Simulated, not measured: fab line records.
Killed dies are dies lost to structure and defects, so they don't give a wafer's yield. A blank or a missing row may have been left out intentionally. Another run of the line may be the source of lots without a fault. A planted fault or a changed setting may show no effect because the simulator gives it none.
Code-filled problem report in 8D (eight disciplines) form    flow nandHarc    the parts of the form that need people (team, actions taken, sign-off) are left out

1. WHAT WENT WRONG
Wafers without a fault read 56, standard deviation 19; killedAtArray at NHARC_END_SORT_01 reads a mean of 672 on 9 wafers belonging to 3 lots. That is +32 standard deviations from the usual mean.
Seen first at day 29 05:44 on prober-02, wafer L599.4. The record holds 9 wafers of 3 lots with a number at this step. Rule for "out", or "out of limits": more than 4 standard deviations from the usual mean. The rest of the wafers with a number are treated as sound.

2. WHAT IT IS, AND WHAT IT ISN'T
question                     is                         is not
which readings at this step  killedAtArray, killedDies  killedAtPeriphery, killedOpen, killedShort
which lots                   L599, L600, L601           -
which wafers of those lots   all that have a number     -
read on which gauges         prober-01, prober-02       -
when                         from day 29 05:44          up to then (0 sound wafers)

3. THE SUSPECTS, EACH WITH WHAT RULES IT OUT
Counting: a tool at a process step up to the reading stays a suspect if it ran every lot that is out and no sound lot after the first of them.
- the gauge at NHARC_END_SORT_01 is ruled out. Those wafers that are out were read across 2 gauges (prober-01, prober-02).
- aldMetal-04 at NHARC_A_WL_FILL_ALD_02 (deposits TiN, target thk 2 nm, pulse time 3 s, ald cycles 100): kept. It ran every lot that is out, first L599 (day 24 21:41), and no sound lot after that.
- pecvd-04 at NHARC_A_CONTACT_DEP_24 (deposits SiO2, target thk 500 nm): kept. It ran every lot that is out, first L599 (day 25 15:44), and no sound lot after that.
The count leaves pecvd-04 at NHARC_A_CONTACT_DEP_24 and aldMetal-04 at NHARC_A_WL_FILL_ALD_02.

4. THE CAUSE (what the simulator had put in)
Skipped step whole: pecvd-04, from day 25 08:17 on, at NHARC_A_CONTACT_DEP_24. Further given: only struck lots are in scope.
2 suspects survive the count, and this tool is in that group.

5. THE EFFECT CHAIN, in route order
Each row: a reading whose mean over the struck wafers that have a number lies more than 3 standard deviations from the usual. Readings are gone through only where the record gives a usual standard deviation; hours: the median, over the lots, of the time from a lot's start at the first step in this table giving one to that lot's start at this step; sigmas: the change measured in usual standard deviations.
hours  step               reading        usual  on struck wafers  change  sigmas
0      NHARC_END_SORT_01  killedAtArray  56     672               +616    +32
0      NHARC_END_SORT_01  killedDies     61     677               +616    +32
Readings that are blank on the struck wafers while sound wafers have them: chamberPressureTorr at NHARC_A_CONTACT_DEP_24; flowSccm at NHARC_A_CONTACT_DEP_24; heaterPowerW at NHARC_A_CONTACT_DEP_24; throttleValvePct at NHARC_A_CONTACT_DEP_24.

6. HOW IT WOULD HAVE BEEN CAUGHT EARLIER
Counted from the fault's start at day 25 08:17, it took 93 hours until the first out-of-limits reading at a measuring or inspecting step in this record, taken at day 29 05:44.
At NHARC_A_CONTACT_DEP_24 the tool's readings are blank on the struck wafers, where sound wafers have them: an empty tool record is the first sign, and it was there at once.
All the lots that are out (3) had begun NHARC_A_CONTACT_DEP_24 on pecvd-04 by day 29 05:44. A hold on the tool at that time would have spared none of them.
